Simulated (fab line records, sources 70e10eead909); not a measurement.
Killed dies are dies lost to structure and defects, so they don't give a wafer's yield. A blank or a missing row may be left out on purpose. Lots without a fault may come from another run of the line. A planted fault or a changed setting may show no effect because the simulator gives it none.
A struck lot beside a sound one | flow nand_harc | 15 steps out of a route of 1302
Sound: wafers L431.4, L431.5, L431.6. Struck: wafer L426.2. (L426.6 of the same lot was not struck and is left out.) The cause comes at the end.
At each step with rows: each side's tool, then ch and its chambers, then its first start. Under that, the readings that differ: sound wafers | struck wafers | difference of the means | sigmas: that difference in standard deviations of wafers without a fault.
alike: readings whose means differ by less than 2 such deviations, and words and numbers that are the same on both sides. not compared: withheld readings, readings that some wafer has no value for, bounds like >300 that may hide the same value, and numbers for which the record gives no deviation and whose values overlap.
The two part at a step that has a row with sigmas, a row that says differs or no value, or rows on one side only. Numbers that don't overlap but have no deviation are shown without sigmas and don't part them. A reading that every wafer of one side lacks parts them only if that side has two wafers or more.

first, 8 steps without rows for these wafers: NHARC_A_SLIT_DEHYDRATE_01 (time 120 s); NHARC_A_SLIT_HMDS_02 (time 30 s); NHARC_A_SLIT_COAT_03 (resist thk 90 nm); NHARC_A_SLIT_SOFTBAKE_04 (time 55 s); NHARC_A_SLIT_EBR_05; NHARC_A_SLIT_EXPOSE_06 (exposes mask SLIT); NHARC_A_SLIT_PEB_07 (peb time 65 s); NHARC_A_SLIT_DEVELOP_08 (develop time 35 s).
NHARC_A_SLIT_CD_MEAS_09: target cd 300 nm.
  sound on cd_sem-03 ch 0, day 27 15:13; struck on cd_sem-03 ch 0, day 26 06:02
  alike: cd_nm
NHARC_A_SLIT_OVL_MEAS_10:
  sound on overlay-01, day 27 15:17; struck on overlay-01, day 26 06:07
  reading           | sound       | struck | difference | sigmas
  overlay_x_nm (nm) | 0.2 0.6 0.2 | -1.3   | -1.6       | -2
  alike: overlay_y_nm
NHARC_A_SLIT_INSPECT_11:
  sound on defect_inspect-02, day 27 15:19; struck on defect_inspect-02, day 26 06:10
  alike: raw_defect_count
NHARC_A_SLIT_DESCUM_14: chemistry O2, time 3 s.
  sound on rie_diel-10 ch 2,3, day 27 15:23; struck on rie_diel-03 ch 1, day 26 06:13
  reading                         | sound          | struck | difference | sigmas
  showerhead_plenum_p_Torr (Torr) | 1.85 1.89 1.85 | 2.03   | +0.17      | +2
  alike: drypump_motor_current_A, mfc_ar_sccm, oes_product_au, rf_vpp_V, throttle_valve_pct
  not compared: rf_hours_counter_h
NHARC_A_SLIT_ETCH_24: etches the open film in CF4/CHF3, target depth 121 nm, time 60.5 s.
  sound on rie_diel-10 ch 0,1, day 27 15:31; struck on rie_diel-03 ch 1, day 26 06:19
  reading          | sound          | struck | difference | sigmas
  run_length_s (s) | 81.7 81.8 82.5 | 67.2   | -14.8      | -38
  alike: drypump_motor_current_A, mfc_ar_sccm, oes_product_au, rf_vpp_V, showerhead_plenum_p_Torr, throttle_valve_pct
  not compared: rf_hours_counter_h
NHARC_A_SLIT_ETCH_15: etches the open film in O2/COS, target depth 6200 nm, time 1612 s.
  sound on rie_diel-10 ch 2,3; struck on rie_diel-03 ch 1
  alike: drypump_motor_current_A, mfc_ar_sccm, oes_product_au, rf_vpp_V, run_length_s, showerhead_plenum_p_Torr, throttle_valve_pct
  not compared: rf_hours_counter_h
-- the record jumps here: 5 days lie between the struck wafers' starts before and after (it left off in module A_SLIT and takes up again in module END, whose first step shown is number 1302 of the route) --
NHARC_END_SORT_01:
  sound on prober-02 ch 0, day 32 10:13; struck on prober-01 ch 0, day 31 05:08
  reading         | sound    | struck | difference | sigmas
  killed_at_array | 89 75 87 | 653    | +569       | +36
  killed_dies     | 92 82 92 | 659    | +570       | +34
  alike: killed_at_other, killed_at_periphery, killed_open, killed_short

WHERE THEY PART
First at NHARC_A_SLIT_OVL_MEAS_10; last, within this record, at NHARC_END_SORT_01.

WHY: what the simulator had put in
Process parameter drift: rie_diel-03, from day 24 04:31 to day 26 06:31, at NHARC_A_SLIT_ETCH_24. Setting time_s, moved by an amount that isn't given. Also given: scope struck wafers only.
